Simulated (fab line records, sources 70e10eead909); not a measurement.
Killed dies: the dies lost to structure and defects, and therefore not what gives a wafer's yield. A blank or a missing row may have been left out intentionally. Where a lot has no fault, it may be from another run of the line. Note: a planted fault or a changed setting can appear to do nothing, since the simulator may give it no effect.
fab line records	flow nand-harc
record lots=24	wafers=72	last-day=33
route steps=1302 shown A_STAIRCASE@768
lots with no fault: from the same line, run without faults
start-h: the number of hours between the record's first day and the start of the first shown wafer of the lot	wait-h: hours from the lot's prior step to this one	" repeats the value in the row above	L1.1+2: one row covering several wafers at once	- no value, or no start was given	* or withheld: withheld	< > ~ a bound
route shown NAME@n: names a module that has steps shown in the file, with the first one's number in the route	usual: the fault-free wafers' mean and standard deviation	same: alike in all rows	chamber/n: place in a boat	sites: the reading at each site	_std_site: standard deviation of those values	_edge_site: mean of outer sites minus mean of inner sites	radius-mm: how far each site lies from the wafer's centre	mask NAME#n: copy n	behind: the tool/chamber that last shaped the wafer	hold: what put the lot on hold/how long, in hours/how the hold closed	device: transistor that didn't switch, given as n, p or np	end of line: tests run on the same wafers once the route is complete	step lacking rows: just its recipe	killed: not the wafer's yield, but the dies lost to structure and defects at the first sort	map: a wafer's dies, marking killed ones x, the rest . and places with no die _
set.NAME: the setting as run; set.NAME@STEP: as run at that earlier step	model.NAME: the simulator's own value behind a step, which no gauge read
route steps across a sampled set of lots; one table per step, one row per wafer
services: when a tool's chamber went out of use (start-h, in hours from the record's first day, below 0 if earlier), for how many hours, and the reason
## steps
# step NHARC_A_STAIRCASE_STRIP_254
# recipe power-w=1500	temp-c=250	chemistry=O2
# usual drypump-motor-current-A=5.71/0.17	heater-power-w=356/19
lot.wafer	tool	chamber	start-h	wait-h	drypump-motor-current-A	heater-power-w	rf-hours-counter-h
L075.1	plasma-asher-02	0	367.43	-	5.54	345	24
L075.3	"	0	"	"	5.57	345	-
L075.6	"	1	"	"	5.98	393	-
L074.2	plasma-asher-01	0	367.80	-	5.75	357	2
L074.3	"	1	"	"	5.56	328	-
L074.6	"	0	"	"	5.75	357	-
L076.3	plasma-asher-02	1	390.44	-	5.97	402	-
L076.6	"	0	"	"	5.53	341	-
L076.5	"	1	"	"	5.92	385	-
L077.1	plasma-asher-01	0	398.93	-	5.76	355	9
L077.3	"	1	"	"	5.59	329	-
L077.5	"	0	"	"	5.76	358	-
L078.1	plasma-asher-01	1	408.52	-	5.55	336	12
L078.2	"	0	"	"	5.77	358	12
L078.5	"	0	"	"	5.78	363	-
L079.1	plasma-asher-01	1	423.45	-	5.55	333	16
L079.3	"	1	"	"	5.55	325	-
L079.4	"	0	"	"	5.79	352	-
L081.2	plasma-asher-02	1	425.82	-	5.95	392	35
L081.1	"	0	"	"	5.53	352	35
L081.6	"	1	"	"	5.93	387	-
L080.1	plasma-asher-01	0	427.37	-	5.75	359	17
L080.3	"	1	"	"	5.54	330	-
L080.5	"	1	"	"	5.57	332	-
L082.1	plasma-asher-02	1	444.64	-	5.96	383	2
L082.4	"	0	"	"	5.58	345	-
L082.5	"	1	"	"	5.96	378	-
L083.4	plasma-asher-02	0	470.29	-	5.52	345	-
L083.5	"	1	"	"	5.94	380	-
L083.6	"	0	"	"	5.52	349	-
L085.2	plasma-asher-02	0	473.03	-	5.55	352	9
L085.1	"	1	"	"	5.98	378	9
L085.6	"	0	"	"	5.53	337	-
L084.2	plasma-asher-02	1	473.81	-	5.97	385	9
L084.4	"	0	"	"	5.56	358	-
L084.5	"	1	"	"	5.95	378	-
L086.2	plasma-asher-02	1	479.32	-	5.96	386	10
L086.3	"	1	"	"	5.96	387	-
L086.4	"	0	"	"	5.55	351	-
L088.1	plasma-asher-01	1	512.88	-	5.58	337	32
L088.3	"	0	"	"	5.75	362	-
L088.5	"	0	"	"	5.76	356	-
L087.1	plasma-asher-01	1	513.47	-	5.57	332	32
L087.5	"	0	"	"	5.76	353	-
L087.6	"	1	"	"	5.54	331	-
L090.2	plasma-asher-02	0	524.83	-	5.55	352	19
L090.1	"	1	"	"	5.96	393	19
L090.6	"	1	"	"	5.97	386	-
L089.3	plasma-asher-02	0	525.58	-	5.54	345	-
L089.6	"	0	"	"	5.55	345	-
L089.5	"	1	"	"	5.98	377	-
L091.2	plasma-asher-02	0	536.24	-	5.55	345	23
L091.4	"	1	"	"	5.98	375	-
L091.5	"	0	"	"	5.56	345	-
L092.2	plasma-asher-01	0	557.69	-	5.77	339	5
L092.6	"	0	"	"	5.76	346	-
L092.5	"	1	"	"	5.55	346	-
L093.1	plasma-asher-01	0	558.02	-	5.75	349	6
L093.6	"	1	"	"	5.58	350	-
L093.5	"	0	"	"	5.78	346	-
L095.2	plasma-asher-01	0	579.41	-	5.77	336	10
L095.1	"	1	"	"	5.55	347	10
L095.3	"	1	"	"	5.53	352	-
L094.1	plasma-asher-02	1	580.07	-	5.97	377	33
L094.3	"	1	"	"	5.99	377	-
L094.6	"	1	"	"	5.96	382	-
L097.2	plasma-asher-01	1	595.82	-	5.57	342	13
L097.1	"	0	"	"	5.77	338	13
L097.3	"	1	"	"	5.60	349	-
L096.1	plasma-asher-02	1	598.78	-	5.90	386	38
L096.2	"	0	"	"	5.57	349	38
L096.6	"	1	"	"	5.92	381	-
# step NHARC_A_STAIRCASE_DESCUM_270
# recipe time-s=3	o2-flow-sccm=200	ar-flow-sccm=0	bias-power-w=0	chemistry=O2
# usual drypump-motor-current-A=5.8/0.44	oes-product-au=1.002/0.0094	rf-vpp-V=57.7/0.85	showerhead-plenum-p-Torr=1.90/0.079	throttle-valve-pct=11.310/0.0088
lot.wafer	tool	chamber	start-h	wait-h	drypump-motor-current-A	oes-product-au	rf-hours-counter-h	rf-vpp-V	showerhead-plenum-p-Torr	throttle-valve-pct
L075.1	rie-diel-12	3	371.07	-	6.2	0.994	34	58.1	1.80	11.308
L075.3	"	0	"	"	6.2	1.007	26	59.3	1.85	11.303
L075.6	"	2	"	"	5.6	1.011	-	57.1	1.93	11.308
L074.2	rie-diel-05	3	371.42	-	5.7	0.984	41	58.6	1.97	11.311
L074.3	"	1	"	"	6.2	0.990	48	56.5	1.79	11.308
L074.6	"	3	"	"	5.7	0.990	-	57.6	1.97	11.321
L076.3	rie-diel-12	0	395.16	-	6.2	1.020	31	57.4	1.85	11.315
L076.6	"	3	"	"	6.1	1.001	-	57.9	1.80	11.291
L076.5	"	0	"	"	6.2	1.019	-	56.8	1.85	11.298
L077.3	rie-diel-03	3	404.82	-	5.9	1.005	33	55.3	1.77	11.328
L077.1	"	1	"	"	5.7	0.989	35	57.0	1.94	11.307
L077.5	"	1	"	"	5.7	0.994	-	58.0	1.94	11.318
L078.2	rie-diel-03	0	412.55	-	6.5	1.016	34	56.3	1.98	11.309
L078.1	"	1	"	"	5.7	0.996	41	58.0	1.94	11.313
L078.5	"	0	"	"	6.5	1.015	-	59.0	1.98	11.317
L079.4	rie-diel-03	0	428.34	-	6.5	1.009	41	58.7	1.98	11.303
L079.3	"	1	"	"	5.7	1.012	50	58.2	1.94	11.329
L079.1	"	2	"	"	5.0	1.005	48	57.4	1.91	11.314
L081.2	rie-diel-03	0	430.75	-	6.5	1.004	43	57.5	1.98	11.306
L081.1	"	3	"	"	5.9	0.995	45	57.3	1.76	11.319
L081.6	"	1	"	"	5.7	1.001	-	57.7	1.94	11.316
L080.3	rie-diel-05	0	436.13	-	5.7	1.012	7	57.0	1.89	11.312
L080.1	"	2	"	"	5.4	0.993	8	56.6	1.90	11.324
L080.5	"	0	"	"	5.7	1.003	-	59.2	1.89	11.312
L082.1	rie-diel-03	3	450.33	-	5.9	0.997	49	56.5	1.76	11.315
L082.4	"	0	"	"	6.5	1.012	47	57.6	1.98	11.306
L082.5	"	2	"	"	4.9	1.001	-	57.4	1.91	11.311
L083.4	rie-diel-12	0	473.69	-	6.2	1.006	9	59.1	1.84	11.293
L083.5	"	2	"	"	5.6	0.999	-	57.2	1.92	11.313
L083.6	"	3	"	"	6.1	1.014	-	56.7	1.79	11.297
L085.1	rie-diel-12	2	476.55	-	5.6	0.993	10	58.4	1.92	11.293
L085.2	"	1	"	"	6.2	0.997	11	57.9	1.92	11.306
L085.6	"	2	"	"	5.6	0.994	-	58.4	1.92	11.314
L084.2	rie-diel-05	0	477.46	-	5.7	1.008	19	57.7	1.89	11.309
L084.4	"	0	"	"	5.6	1.010	-	56.8	1.89	11.316
L084.5	"	3	"	"	5.7	0.994	-	57.3	1.97	11.330
L086.3	rie-diel-03	3	485.43	-	5.9	1.014	3	59.2	2.08	11.318
L086.4	"	0	"	"	6.5	1.021	3	58.8	1.98	11.313
L086.2	"	1	"	"	5.7	1.004	3	58.6	1.94	11.324
L088.3	rie-diel-03	2	519.75	-	5.0	1.012	17	57.8	1.91	11.322
L088.1	"	0	"	"	6.5	1.012	16	57.5	1.97	11.312
L088.5	"	2	"	"	5.0	1.009	-	56.7	1.91	11.301
L087.1	rie-diel-12	3	520.54	-	6.1	0.993	27	55.9	1.79	11.312
L087.6	"	2	"	"	5.6	0.994	-	58.0	1.92	11.315
L087.5	"	3	"	"	6.1	0.992	-	57.3	1.79	11.309
L090.1	rie-diel-03	3	530.01	-	5.9	1.005	20	58.1	2.07	11.313
L090.2	"	2	"	"	4.9	1.009	21	58.3	1.91	11.329
L090.6	"	3	"	"	5.9	1.011	-	59.1	2.07	11.291
L089.3	rie-diel-05	2	531.32	-	5.4	0.994	28	57.2	1.90	11.323
L089.5	"	1	"	"	6.1	0.992	-	56.7	1.78	11.301
L089.6	"	2	"	"	5.4	0.989	-	57.0	1.90	11.320
L091.4	rie-diel-12	1	539.92	-	6.2	1.003	29	56.8	1.92	11.317
L091.2	"	2	"	"	5.6	1.005	28	57.7	1.92	11.291
L091.5	"	0	"	"	6.2	1.005	-	56.9	1.83	11.305
L092.2	rie-diel-12	3	566.75	-	6.2	1.004	38	57.0	1.78	11.296
L092.6	"	1	"	"	6.2	0.999	-	58.6	1.91	11.312
L092.5	"	2	"	"	5.6	0.994	-	56.3	1.91	11.309
L093.1	rie-diel-03	0	567.18	-	6.5	0.999	31	59.1	1.97	11.307
L093.5	"	1	"	"	5.7	0.976	-	57.1	1.93	11.295
L093.6	"	2	"	"	5.0	1.004	-	59.0	1.90	11.295
L095.3	rie-diel-05	1	583.11	-	6.1	0.989	55	57.7	1.77	11.302
L095.1	"	2	"	"	5.4	1.006	48	57.0	1.89	11.317
L095.2	"	3	"	"	5.7	0.998	52	57.9	1.96	11.301
L094.3	rie-diel-03	3	583.70	-	5.9	1.005	40	59.1	2.06	11.327
L094.1	"	0	"	"	6.5	0.999	39	56.3	1.96	11.299
L094.6	"	2	"	"	4.9	1.001	-	58.7	1.90	11.300
L097.1	rie-diel-03	0	599.35	-	6.5	1.017	43	58.9	1.96	11.310
L097.2	"	1	"	"	5.7	0.998	36	57.9	1.93	11.306
L097.3	"	3	"	"	5.9	1.005	44	57.7	2.06	11.313
L096.2	rie-diel-12	3	606.25	-	6.1	0.990	58	56.5	1.78	11.315
L096.1	"	2	"	"	5.6	0.976	53	58.4	1.91	11.314
L096.6	"	3	"	"	6.1	0.998	-	58.1	1.78	11.312
# step NHARC_A_STAIRCASE_DEP_301
# recipe target-thk-a=300	target-thk-nm=30	temp-c=400	pressure-torr=3.5	flow-sccm=200	rf-w=350	material=SiON
# usual heater-power-outer-w=449/70	heater-power-w=737/78	susceptor-temp-C=399.99/0.21
lot.wafer	tool	chamber	start-h	wait-h	heater-power-outer-w	heater-power-w	susceptor-temp-C
L075.3	pecvd-02	2	384.89	1.0	425	693	399.74
L075.1	"	0	"	"	430	714	400.22
L075.6	"	0	"	"	436	705	400.07
L074.3	pecvd-01	0	385.89	0.9	404	690	399.98
L074.2	"	1	"	"	312	582	400.12
L074.6	"	0	"	"	413	701	400.13
L076.3	pecvd-01	1	409.64	1.0	369	702	399.87
L076.5	"	2	"	"	503	823	399.95
L076.6	"	0	"	"	371	660	400.12
L077.3	pecvd-04	2	419.06	1.4	487	765	400.46
L077.1	"	1	"	"	525	825	399.57
L077.5	"	0	"	"	510	777	400.14
L078.1	pecvd-01	1	427.66	1.6	339	634	399.67
L078.2	"	2	"	"	524	857	400.29
L078.5	"	0	"	"	350	624	399.53
L079.1	pecvd-01	1	444.97	1.5	321	613	399.99
L079.3	"	2	"	"	489	815	400.27
L079.4	"	2	"	"	492	800	400.09
L081.2	pecvd-02	0	448.76	1.3	535	849	400.11
L081.1	"	1	"	"	474	747	400.36
L081.6	"	0	"	"	533	840	400.07
L080.1	pecvd-01	2	449.65	1.6	497	807	399.75
L080.3	"	0	"	"	374	685	400.21
L080.5	"	0	"	"	390	701	399.79
L082.1	pecvd-01	0	461.00	1.6	368	652	400.22
L082.4	"	2	"	"	439	738	399.89
L082.5	"	0	"	"	365	663	400.24
L083.6	pecvd-02	2	490.21	0.1	437	695	400.23
L083.5	"	0	"	"	538	857	399.89
L083.4	"	1	"	"	490	773	400.12
L085.1	pecvd-02	0	495.80	1.6	528	832	399.85
L085.2	"	2	"	"	431	692	399.93
L085.6	"	1	"	"	462	728	399.95
L084.2	pecvd-04	2	500.64	1.3	503	815	400.40
L084.5	"	1	"	"	460	742	399.57
L084.4	"	0	"	"	457	688	399.79
L086.3	pecvd-02	2	505.73	0.9	460	759	400.23
L086.2	"	1	"	"	522	804	399.80
L086.4	"	0	"	"	487	760	400.00
L088.3	pecvd-02	1	530.87	0.9	483	747	400.07
L088.1	"	2	"	"	462	748	400.14
L088.5	"	2	"	"	464	752	399.77
L087.1	pecvd-02	1	532.21	1.6	516	810	400.10
L087.5	"	1	"	"	511	811	400.30
L087.6	"	2	"	"	450	728	399.91
L089.3	pecvd-01	1	541.30	0.9	326	600	399.86
L089.5	"	1	"	"	327	600	399.97
L089.6	"	2	"	"	516	812	400.11
L090.2	pecvd-01	1	542.36	1.2	324	596	399.71
L090.1	"	0	"	"	405	723	400.00
L090.6	"	0	"	"	401	720	399.85
L091.2	pecvd-01	2	550.93	1.3	495	840	400.33
L091.5	"	2	"	"	503	832	399.83
L091.4	"	0	"	"	354	644	399.93
L092.2	pecvd-04	1	576.99	1.3	504	808	399.80
L092.5	"	2	"	"	450	750	400.16
L092.6	"	1	"	"	508	816	399.79
L093.1	pecvd-02	1	577.27	1.6	480	740	400.01
L093.6	"	0	"	"	523	813	400.07
L093.5	"	1	"	"	480	756	400.03
L095.1	pecvd-04	2	596.24	1.5	526	857	400.12
L095.2	"	0	"	"	525	801	400.09
L095.3	"	1	"	"	476	748	400.04
L094.1	pecvd-01	2	596.33	1.6	484	785	400.07
L094.3	"	0	"	"	421	727	399.62
L094.6	"	0	"	"	418	726	399.76
L097.2	pecvd-04	2	617.94	1.2	506	769	399.65
L097.1	"	0	"	"	560	825	400.11
L097.3	"	1	"	"	483	762	400.35
L096.2	pecvd-02	0	624.13	1.2	500	807	399.73
L096.1	"	2	"	"	389	667	400.07
L096.6	"	1	"	"	483	736	399.78
# step NHARC_A_STAIRCASE_ETCH_315
# recipe target-depth-a=25000	time-s=607.1	ion-energy-ev=800	c4f8-flow-sccm=80	o2-flow-sccm=60	ar-flow-sccm=withheld	rf-w=600	bias-w=3000	chemistry=C4F8/O2/Ar
# usual oes-product-au=0.933/0.0096	rf-vpp-V=1825/10
lot.wafer	tool	chamber	start-h	wait-h	oes-product-au	rf-hours-counter-h	rf-vpp-V
L075.1	rie-diel-03	3	-	-	0.941	29	1808
L075.3	"	1	"	"	0.929	32	1830
L075.6	"	0	"	"	0.936	-	1835
L074.2	rie-diel-12	0	-	-	0.952	29	1820
L074.3	"	2	"	"	0.940	35	1830
L074.6	"	0	"	"	0.950	-	1817
L076.3	rie-diel-03	0	-	-	0.944	33	1835
L076.5	"	1	"	"	0.928	-	1830
L076.6	"	2	"	"	0.934	-	1828
L077.1	rie-diel-05	1	-	-	0.920	3	1811
L077.3	"	0	"	"	0.932	3	1826
L077.5	"	2	"	"	0.938	-	1825
L078.1	rie-diel-03	0	-	-	0.930	42	1833
L078.2	"	2	"	"	0.927	49	1828
L078.5	"	3	"	"	0.927	-	1807
L079.3	rie-diel-03	0	-	-	0.931	46	1837
L079.1	"	1	"	"	0.938	54	1829
L079.4	"	2	"	"	0.938	53	1827
L081.2	rie-diel-03	2	-	-	0.931	53	1826
L081.1	"	0	"	"	0.933	47	1835
L081.6	"	1	"	"	0.938	-	1831
L080.1	rie-diel-05	2	-	-	0.923	12	1827
L080.3	"	3	"	"	0.926	7	1833
L080.5	"	2	"	"	0.916	-	1825
L082.1	rie-diel-05	1	-	-	0.928	17	1811
L082.4	"	2	"	"	0.929	18	1827
L082.5	"	2	"	"	0.935	-	1824
L083.4	rie-diel-12	2	-	-	0.929	15	1828
L083.6	"	1	"	"	0.921	-	1829
L083.5	"	2	"	"	0.919	-	1828
L085.1	rie-diel-03	0	-	-	0.944	7	1833
L085.2	"	1	"	"	0.932	8	1830
L085.6	"	3	"	"	0.944	-	1847
L084.2	rie-diel-03	3	-	-	0.941	9	1846
L084.4	"	0	"	"	0.943	9	1835
L084.5	"	2	"	"	0.938	-	1826
L086.2	rie-diel-03	3	-	-	0.937	11	1846
L086.3	"	2	"	"	0.920	12	1825
L086.4	"	2	"	"	0.934	-	1827
L088.3	rie-diel-12	2	-	-	0.928	27	1827
L088.1	"	0	"	"	0.949	29	1816
L088.5	"	2	"	"	0.921	-	1828
L087.1	rie-diel-12	2	-	-	0.930	27	1826
L087.5	"	3	"	"	0.929	-	1810
L087.6	"	0	"	"	0.932	-	1817
L089.3	rie-diel-12	3	-	-	0.926	33	1811
L089.6	"	3	"	"	0.929	-	1808
L089.5	"	0	"	"	0.921	-	1816
L090.1	rie-diel-12	1	-	-	0.950	31	1827
L090.2	"	3	"	"	0.945	34	1810
L090.6	"	0	"	"	0.943	-	1816
L091.2	rie-diel-05	1	-	-	0.911	48	1809
L091.4	"	1	"	"	0.918	-	1810
L091.5	"	2	"	"	0.924	-	1824
L092.2	rie-diel-12	3	-	-	0.932	45	1810
L092.6	"	2	"	"	0.923	-	1827
L092.5	"	3	"	"	0.934	-	1808
L093.1	rie-diel-03	3	-	-	0.941	38	1845
L093.6	"	0	"	"	0.942	-	1832
L093.5	"	1	"	"	0.922	-	1827
L095.1	rie-diel-03	0	-	-	0.941	43	1833
L095.2	"	1	"	"	0.935	36	1829
L095.3	"	2	"	"	0.938	46	1826
L094.1	rie-diel-05	1	-	-	0.942	1	1810
L094.3	"	3	"	"	0.938	1	1832
L094.6	"	0	"	"	0.935	-	1822
L097.1	rie-diel-05	2	-	-	0.930	6	1824
L097.3	"	3	"	"	0.929	6	1832
L097.2	"	0	"	"	0.947	7	1822
L096.1	rie-diel-03	3	-	-	0.930	53	1846
L096.2	"	2	"	"	0.931	55	1825
L096.6	"	0	"	"	0.934	-	1832
# step NHARC_A_STAIRCASE_DEP_151
# recipe target-thk-a=72000	temp-c=400	target-thk-nm=7200	teos-flow-sccm=200	rf-w=500	material=SiO2
# usual heater-power-outer-w=378/76	heater-power-w=643/86	mfc-precursor-sccm=200.0/0.67	susceptor-temp-C=399.99/0.22
lot.wafer	tool	chamber	start-h	wait-h	heater-power-outer-w	heater-power-w	mfc-precursor-sccm	susceptor-temp-C
L075.3	pecvd-04	2	402.12	0.4	409	676	199.2	400.36
L075.1	"	1	"	"	505	754	199.3	400.07
L075.6	"	2	"	"	341	571	200.2	399.99
L074.3	pecvd-01	0	402.12	0.4	272	533	200.0	399.81
L074.2	"	2	"	"	401	695	200.1	400.34
L074.6	"	0	"	"	277	550	200.4	399.46
L076.3	pecvd-01	1	430.18	0.5	315	594	199.8	400.14
L076.6	"	1	"	"	253	520	199.6	399.94
L076.5	"	2	"	"	371	653	201.3	399.87
L077.1	pecvd-04	1	435.80	0.5	472	731	200.4	399.99
L077.3	"	2	"	"	430	705	200.8	400.12
L077.5	"	1	"	"	375	635	200.7	400.00
L078.2	pecvd-02	2	444.93	0.4	393	631	200.0	400.44
L078.1	"	0	"	"	517	819	200.6	399.96
L078.5	"	1	"	"	368	600	201.2	400.36
L081.2	pecvd-02	0	464.93	0.4	500	817	199.8	399.79
L081.1	"	2	"	"	354	588	199.5	399.93
L081.6	"	0	"	"	403	657	199.4	399.86
L079.3	pecvd-04	2	464.97	0.4	484	801	199.3	399.92
L079.1	"	1	"	"	465	755	199.7	399.88
L079.4	"	2	"	"	385	626	200.8	400.25
L080.3	pecvd-01	0	465.14	0.6	299	546	199.8	399.79
L080.1	"	1	"	"	323	593	200.6	400.10
L080.5	"	0	"	"	275	551	198.9	399.80
L082.1	pecvd-01	1	480.87	0.7	289	570	200.0	399.81
L082.4	"	2	"	"	368	637	199.5	399.78
L082.5	"	1	"	"	257	526	200.2	399.99
L083.6	pecvd-01	2	507.04	0.7	380	650	200.0	400.47
L083.4	"	0	"	"	290	562	199.8	400.08
L083.5	"	1	"	"	249	498	199.4	399.26
L085.1	pecvd-01	2	516.70	0.4	487	789	199.4	399.83
L085.2	"	0	"	"	352	664	200.7	399.87
L085.6	"	0	"	"	296	557	200.6	399.99
L084.2	pecvd-04	1	516.89	0.6	418	692	199.2	399.99
L084.5	"	0	"	"	396	637	199.5	399.92
L084.4	"	1	"	"	360	618	200.0	400.23
L086.3	pecvd-04	1	521.78	0.4	400	665	200.1	400.16
L086.2	"	2	"	"	473	770	200.4	399.97
L086.4	"	0	"	"	402	624	199.4	399.73
L088.1	pecvd-04	1	552.04	0.6	436	708	199.5	400.11
L088.3	"	2	"	"	452	756	200.1	400.26
L088.5	"	1	"	"	360	624	199.5	399.99
L087.1	pecvd-01	0	552.06	0.6	381	673	200.6	399.46
L087.6	"	2	"	"	371	646	199.2	400.37
L087.5	"	0	"	"	285	549	200.8	399.40
L090.2	pecvd-02	0	557.94	0.4	515	817	198.1	399.82
L090.1	"	2	"	"	361	608	200.7	400.17
L090.6	"	2	"	"	326	568	200.9	400.10
L089.3	pecvd-01	0	557.94	0.4	364	648	199.7	399.65
L089.6	"	0	"	"	303	558	199.4	399.86
L089.5	"	2	"	"	388	650	200.6	399.87
L091.2	pecvd-01	2	568.91	0.6	412	696	199.4	400.07
L091.5	"	0	"	"	290	544	201.2	400.03
L091.4	"	2	"	"	382	655	200.0	400.02
L092.2	pecvd-04	0	594.34	0.4	523	768	198.7	399.96
L092.6	"	0	"	"	406	628	199.1	399.88
L092.5	"	1	"	"	360	597	198.8	399.93
L093.1	pecvd-01	0	594.44	0.5	348	624	200.6	399.81
L093.6	"	2	"	"	378	647	199.7	400.12
L093.5	"	1	"	"	249	489	200.8	400.17
L094.1	pecvd-04	1	612.21	0.4	458	733	201.5	399.99
L094.3	"	0	"	"	459	725	200.1	399.91
L094.6	"	2	"	"	370	621	199.8	399.97
L095.3	pecvd-01	0	612.21	0.4	389	681	199.4	399.79
L095.2	"	1	"	"	258	502	199.8	400.11
L095.1	"	2	"	"	487	793	199.3	399.92
L097.2	pecvd-02	0	639.09	0.4	541	847	199.7	400.45
L097.1	"	1	"	"	432	659	199.4	400.36
L097.3	"	2	"	"	354	584	200.8	400.03
L096.1	pecvd-01	0	639.18	0.5	358	653	201.7	400.02
L096.2	"	2	"	"	516	776	200.9	400.10
L096.6	"	0	"	"	288	552	200.6	400.10
# step NHARC_A_STAIRCASE_DESCUM_443
# recipe time-s=3	o2-flow-sccm=200	ar-flow-sccm=0	bias-power-w=0	chemistry=O2
# usual drypump-motor-current-A=5.9/0.41	oes-product-au=1.000/0.0086	rf-vpp-V=57.7/0.77	showerhead-plenum-p-Torr=1.90/0.076	throttle-valve-pct=11.310/0.0087
lot.wafer	tool	chamber	start-h	wait-h	drypump-motor-current-A	oes-product-au	rf-hours-counter-h	rf-vpp-V	showerhead-plenum-p-Torr	throttle-valve-pct
L075.3	rie-diel-12	1	427.99	-	6.2	0.986	47	57.3	1.93	11.297
L075.1	"	2	"	"	5.6	1.002	53	57.8	1.93	11.305
L075.6	"	2	"	"	5.6	1.005	-	58.0	1.93	11.305
L074.2	rie-diel-05	2	428.16	-	5.4	0.999	4	58.3	1.90	11.314
L074.3	"	0	"	"	5.7	1.014	4	56.7	1.89	11.314
L074.6	"	1	"	"	6.1	0.990	-	57.5	1.79	11.317
L076.3	rie-diel-12	2	459.35	-	5.6	0.998	0	58.9	1.93	11.319
L076.6	"	0	"	"	6.2	1.016	-	58.1	1.84	11.321
L076.5	"	1	"	"	6.2	1.002	-	56.7	1.92	11.303
L077.3	rie-diel-05	0	459.51	-	5.7	1.004	11	57.3	1.89	11.317
L077.1	"	1	"	"	6.1	0.983	13	58.2	1.79	11.303
L077.5	"	2	"	"	5.4	0.995	-	58.6	1.90	11.303
L078.1	rie-diel-12	3	468.50	-	6.1	1.003	5	57.1	1.79	11.316
L078.2	"	0	"	"	6.2	0.999	5	57.2	1.84	11.298
L078.5	"	3	"	"	6.1	0.996	-	57.7	1.79	11.319
L081.2	rie-diel-12	0	488.94	-	6.2	1.003	13	58.3	1.83	11.301
L081.1	"	2	"	"	5.6	0.995	13	56.5	1.92	11.308
L081.6	"	3	"	"	6.1	1.007	-	57.6	1.79	11.300
L080.1	rie-diel-03	2	489.14	-	4.9	0.999	4	58.6	1.91	11.305
L080.3	"	1	"	"	5.7	0.990	4	58.0	1.94	11.317
L080.5	"	2	"	"	5.0	1.003	-	57.6	1.91	11.320
L079.3	rie-diel-05	0	489.57	-	5.7	1.002	22	56.6	1.89	11.303
L079.1	"	1	"	"	6.1	0.991	26	57.0	1.78	11.293
L079.4	"	0	"	"	5.7	1.016	-	57.1	1.89	11.298
L082.4	rie-diel-12	1	507.80	-	6.2	0.996	20	57.4	1.92	11.323
L082.1	"	0	"	"	6.2	0.992	19	57.6	1.83	11.305
L082.5	"	1	"	"	6.2	1.003	-	56.9	1.92	11.296
L083.4	rie-diel-03	1	531.65	-	5.7	0.996	12	56.8	1.93	11.301
L083.5	"	1	"	"	5.7	0.999	-	59.3	1.93	11.324
L083.6	"	2	"	"	5.0	1.017	-	57.5	1.90	11.312
L085.1	rie-diel-05	3	540.74	-	5.7	0.994	35	58.2	1.96	11.298
L085.2	"	1	"	"	6.1	0.989	43	56.9	1.78	11.310
L085.6	"	3	"	"	5.7	0.992	-	56.8	1.96	11.305
L084.2	rie-diel-03	3	540.90	-	5.9	0.991	24	58.6	2.07	11.294
L084.4	"	0	"	"	6.5	1.004	24	58.3	1.97	11.304
L084.5	"	3	"	"	5.9	1.011	-	57.5	2.07	11.300
L086.3	rie-diel-05	1	544.19	-	6.1	0.987	45	58.0	1.78	11.326
L086.4	"	2	"	"	5.4	0.997	36	57.6	1.89	11.310
L086.2	"	3	"	"	5.7	0.989	39	59.2	1.96	11.317
L087.1	rie-diel-12	3	574.79	-	6.1	1.013	41	56.4	1.78	11.306
L087.6	"	2	"	"	5.6	0.990	-	57.1	1.91	11.297
L087.5	"	3	"	"	6.1	1.020	-	57.4	1.78	11.307
L088.3	rie-diel-03	2	574.97	-	5.0	1.009	39	57.1	1.90	11.312
L088.1	"	3	"	"	5.9	1.004	34	58.9	2.07	11.312
L088.5	"	1	"	"	5.7	0.997	-	58.4	1.93	11.291
L089.3	rie-diel-12	3	582.41	-	6.1	1.007	46	57.5	1.78	11.308
L089.5	"	2	"	"	5.6	0.990	-	57.3	1.91	11.311
L089.6	"	3	"	"	6.1	1.003	-	57.8	1.78	11.306
L090.2	rie-diel-12	1	582.49	-	6.2	0.994	42	57.3	1.91	11.299
L090.1	"	2	"	"	5.6	0.999	41	56.6	1.91	11.313
L090.6	"	0	"	"	6.2	1.004	-	56.5	1.83	11.317
L091.2	rie-diel-12	2	593.51	-	5.6	0.990	49	57.3	1.91	11.331
L091.4	"	3	"	"	6.1	1.006	54	57.0	1.78	11.306
L091.5	"	1	"	"	6.2	1.012	-	58.8	1.91	11.316
L093.1	rie-diel-03	0	623.39	-	6.5	1.014	49	58.0	1.96	11.316
L093.6	"	3	"	"	5.9	1.007	-	59.4	2.06	11.312
L093.5	"	0	"	"	6.5	1.012	-	58.0	1.96	11.313
L092.2	rie-diel-05	1	623.57	-	6.1	0.986	9	57.5	1.77	11.309
L092.6	"	2	"	"	5.4	0.991	-	58.5	1.89	11.325
L092.5	"	3	"	"	5.7	1.002	-	58.3	1.95	11.307
L094.3	rie-diel-05	2	634.83	-	5.4	0.994	13	57.8	1.89	11.306
L094.1	"	3	"	"	5.7	0.996	12	58.6	1.95	11.307
L094.6	"	1	"	"	6.2	0.992	-	57.6	1.77	11.325
L095.2	rie-diel-03	1	635.00	-	5.7	0.985	50	57.4	1.92	11.298
L095.3	"	2	"	"	4.9	1.003	58	58.0	1.89	11.318
L095.1	"	3	"	"	5.9	0.999	56	58.2	2.06	11.307
L096.1	rie-diel-05	1	662.76	-	6.1	0.982	25	57.6	1.77	11.312
L096.2	"	0	"	"	5.7	1.000	23	58.4	1.87	11.315
L096.6	"	2	"	"	5.4	0.994	-	57.4	1.88	11.301
L097.2	rie-diel-03	3	662.81	-	5.9	1.000	5	59.4	2.06	11.305
L097.1	"	0	"	"	6.5	1.004	5	58.7	1.96	11.319
L097.3	"	1	"	"	5.7	1.012	5	56.9	1.92	11.307
## services
tool	chamber	start-h	hours	kind
rie-diel-12	-	376.64	0.5	repair
rie-diel-03	2	394.33	1.7	repair
plasma-asher-02	-	397.19	6.7	repair
rie-diel-03	0	400.29	7.5	repair
rie-diel-12	3	401.05	5.6	repair
rie-diel-05	-	407.07	9.0	pm
pecvd-02	-	408.09	13.0	pm
plasma-asher-02	-	426.32	9.0	pm
pecvd-02	-	439.73	0.7	repair
rie-diel-12	-	447.42	9.0	pm
rie-diel-03	2	453.37	4.3	repair
rie-diel-12	-	458.24	0.5	repair
rie-diel-05	2	464.84	31.8	repair
pecvd-01	0	491.00	11.1	repair
pecvd-01	-	492.22	13.0	pm
rie-diel-03	1	502.74	20.3	repair
pecvd-01	1	521.48	6.5	repair
rie-diel-12	-	536.03	2.2	repair
rie-diel-12	2	569.33	2.6	repair
rie-diel-05	-	584.74	9.0	pm
rie-diel-03	0	606.54	6.3	repair
rie-diel-12	-	624.49	9.0	pm
rie-diel-03	-	638.00	9.0	pm
rie-diel-05	-	650.31	0.5	repair
## key
fault none
